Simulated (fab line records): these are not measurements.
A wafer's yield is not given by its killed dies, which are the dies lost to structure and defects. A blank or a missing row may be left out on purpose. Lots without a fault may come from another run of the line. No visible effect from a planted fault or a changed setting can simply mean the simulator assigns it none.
The same fault as seen by 3 desks -- flow n5_finfet -- every desk sees just its own numbers, and what lay behind them comes last

## THE DEFECT DESK
Per lot, the means of the sampled wafers with a number show what the inspections along the route counted. If a lot's mean is further than 4 standard deviations from the usual mean, the lot is out of limits and carries the mark OUT (the distance appears in the brackets).
Columns: A = raw_defect_count at N5_BEOL_M2_INSPECT_13, usual 400
lot,first seen here,A
L579,day 6 23:59,414
L587,day 8 22:43,360
L591,day 10 05:14,399
L595,day 11 02:01,383
L600,day 12 07:38,360
L601,day 12 11:16,349
This desk found nothing out of limits on any of the 6 lots.

## METROLOGY DESK
What the gauges read, lot by lot, whatever tool the lot ran on: means of the sampled wafers that have a number. If a lot's mean is further than 4 standard deviations from the usual mean, the lot is out of limits and carries the mark OUT (the distance appears in the brackets). Readings shown: 7 of its 12, picked as those furthest out on some lot.
Columns: A = M2_OVL at N5_BEOL_M2_OVL_MEAS_12, usual -0.4 nm; B = IOFF_N at N5_BEOL_M4_RC_MEAS_101, usual 0.16 nA/um; C = IOFF_P at N5_BEOL_M4_RC_MEAS_101, usual 0.21 nA/um; D = ION_P at N5_BEOL_M4_RC_MEAS_101, usual 461 uA/um; E = SS_N at N5_BEOL_M4_RC_MEAS_101, usual 71.4 mV/dec; F = SS_P at N5_BEOL_M4_RC_MEAS_101, usual 73.2 mV/dec; G = VT_P at N5_BEOL_M4_RC_MEAS_101, usual -251 mV
lot,first seen here,A,B,C,D,E,F,G
L579,day 6 23:53,-0.7,0.18,0.24,468,71.9,73.1,-247
L587,day 8 22:38,-0.6,0.20,0.25,461,72.3,74.2,-247
L591,day 10 05:09,-0.6,0.16,0.21,463,71.2,73.3,-249
L595,day 11 01:55,-0.3,0.13,0.14,446,70.7,72.8,-259
L600,day 12 07:33,0.4,0.14,0.19,462,71.4,72.8,-252
L601,day 12 11:11,-1.6,0.11,0.18,461,70.9,72.5,-254
This desk found nothing out of limits on any of the 6 lots.

## DESK OF THE TOOL OWNER: rie_diel-05
The tool's own readings at N5_BEOL_M2_ETCH_64 (etches SOC in N2/H2, target depth 75 nm, overetch 22.5 nm, time 121.9 s): means of the sampled wafers that have a number, for each lot that ran on this tool. If a lot's mean is further than 4 standard deviations from the usual mean, the lot is out of limits and carries the mark OUT (the distance appears in the brackets).
Columns: A = bias_w at N5_BEOL_M2_ETCH_64, usual 150.0 W; B = drypump_motor_current_A at N5_BEOL_M2_ETCH_64, usual 5.6 A; C = oes_product_au at N5_BEOL_M2_ETCH_64, usual 0.60 a.u.; D = rf_vpp_V at N5_BEOL_M2_ETCH_64, usual 524.5 V; E = showerhead_plenum_p_Torr at N5_BEOL_M2_ETCH_64, usual 2.57 Torr; F = throttle_valve_pct at N5_BEOL_M2_ETCH_64, usual 17.68 %
lot,first seen here,A,B,C,D,E,F
L587,day 8 22:55,149.4,5.6,0.60,523.3,2.54,17.56
L591,day 10 05:24,144.5 (-12) OUT,5.8,0.53,513.4 (-4.8) OUT,2.58,17.45
L595,day 11 02:07,147.6 (-5.3) OUT,5.6,0.59,518.7,2.53,17.58
Finding of this desk: L591, L595 out of limits; the first was L591 at day 10 05:24, on bias_w at N5_BEOL_M2_ETCH_64. L587: within limits.

## PUT TOGETHER
An alarm could have come from the tool owner's desk at day 10 05:24, on L591, L595.
No out-of-limits result turned up at the defect desk.
The metrology desk saw nothing out of limits.
The defect desk has L591, L595 on record, within its limits.
The metrology desk has L591, L595 on record, within its limits.
Of the lots named, all ran N5_BEOL_M2_ETCH_64 on rie_diel-05.

## WHAT THE SIMULATOR HAD PUT IN
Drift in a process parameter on rie_diel-05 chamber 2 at N5_BEOL_M2_ETCH_64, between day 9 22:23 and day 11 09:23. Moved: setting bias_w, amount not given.
Struck lots among those shown: L591, L595.
Delay in hours, fault start to first out-of-limits reading, by desk: the tool owner's desk at 7.
